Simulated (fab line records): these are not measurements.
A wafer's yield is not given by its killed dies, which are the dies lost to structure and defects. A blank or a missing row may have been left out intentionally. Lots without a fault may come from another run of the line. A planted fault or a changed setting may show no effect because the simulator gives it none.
Split-lot study	flow n5 finfet	7 lots, 39 wafers read, on a route of 1938 steps

THE SPLIT ITSELF
At N5_DUMMY_GATE_HM_DEP_06 (deposits SiNx from DCS/NH3, target thk 80 nm, time 5141 s), the setting target thk a was moved away from the recipe's 800 angstrom on 18 of the 39 wafers read, by -4.5% to +9.3%. All remaining wafers had this setting at the recipe value.

Reading taken at the split's own step.

THE READING
SiNx_of_DUMMY_GATE_HM_DEP_06.thk nm (the simulator's own value, which no gauge read), in nm, at N5_DUMMY_GATE_HM_DEP_06 (deposits SiNx from DCS/NH3, target thk 80 nm, time 5141 s). No usual value for it is given in the file. Average 80.1 nm, standard deviation 0.59 nm, over the 21 wafers here run with the recipe.

wafer	tool, chamber at the split	target thk a as run, angstrom	against the recipe	SiNx_of_DUMMY_GATE_HM_DEP_06.thk nm, nm	against lot-mates on the recipe
L079.1	lpcvd-01, 1/65	800	recipe	79.4	-
L079.2	lpcvd-01, 1/70	800	recipe	79.2	-
L079.3	lpcvd-01, 1/75	800	recipe	79	-
L080.1	-, -	800	recipe	80.8	-
L080.2	-, -	800	recipe	80.8	-
L080.4	-, -	800	recipe	80.8	-
L080.6	-, -	800	recipe	80.8	-
L080.3	-, -	800	recipe	80	-
L080.5	-, -	800	recipe	79.8	-
L081.1	-, -	874.6	+9.3%	88	no lot-mate on the recipe
L081.2	-, -	874.6	+9.3%	87.4	no lot-mate on the recipe
L081.3	-, -	874.6	+9.3%	87.6	no lot-mate on the recipe
L081.4	-, -	874.6	+9.3%	88.4	no lot-mate on the recipe
L081.5	-, -	874.6	+9.3%	88.2	no lot-mate on the recipe
L081.6	-, -	874.6	+9.3%	87	no lot-mate on the recipe
L082.1	-, -	862.2	+7.8%	86.2	no lot-mate on the recipe
L082.4	-, -	862.2	+7.8%	86.2	no lot-mate on the recipe
L082.2	-, -	862.2	+7.8%	87	no lot-mate on the recipe
L082.3	-, -	862.2	+7.8%	85.8	no lot-mate on the recipe
L082.5	-, -	862.2	+7.8%	85.8	no lot-mate on the recipe
L082.6	-, -	862.2	+7.8%	86	no lot-mate on the recipe
L089.1	-, -	800	recipe	80	-
L089.6	-, -	800	recipe	80	-
L089.2	-, -	800	recipe	79.8	-
L089.3	-, -	800	recipe	80.4	-
L089.4	-, -	800	recipe	79.6	-
L089.5	-, -	800	recipe	79.4	-
L090.1	-, -	764.3	-4.5%	76.4	no lot-mate on the recipe
L090.2	-, -	764.3	-4.5%	76.4	no lot-mate on the recipe
L090.3	-, -	764.3	-4.5%	76.4	no lot-mate on the recipe
L090.5	-, -	764.3	-4.5%	76.4	no lot-mate on the recipe
L090.4	-, -	764.3	-4.5%	76.8	no lot-mate on the recipe
L090.6	-, -	764.3	-4.5%	76.6	no lot-mate on the recipe
L097.1	-, -	800	recipe	81.2	-
L097.2	-, -	800	recipe	80.4	-
L097.5	-, -	800	recipe	80.4	-
L097.3	-, -	800	recipe	80.8	-
L097.4	-, -	800	recipe	80.2	-
L097.6	-, -	800	recipe	80	-

THE FIT
A straight line over all 39 wafers: SiNx_of_DUMMY_GATE_HM_DEP_06.thk nm changes by +0.804 nm for each +1% of target thk a; r = +0.99; the points scatter about the line by 0.53 nm.
Too few moved wafers have a lot-mate on the recipe to fit a line with each lot's own level taken away.

FILE'S OWN FIT
SiNx_of_DUMMY_GATE_HM_DEP_06.thk nm changes by +0.804 nm for each +1% of target thk a, r = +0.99.
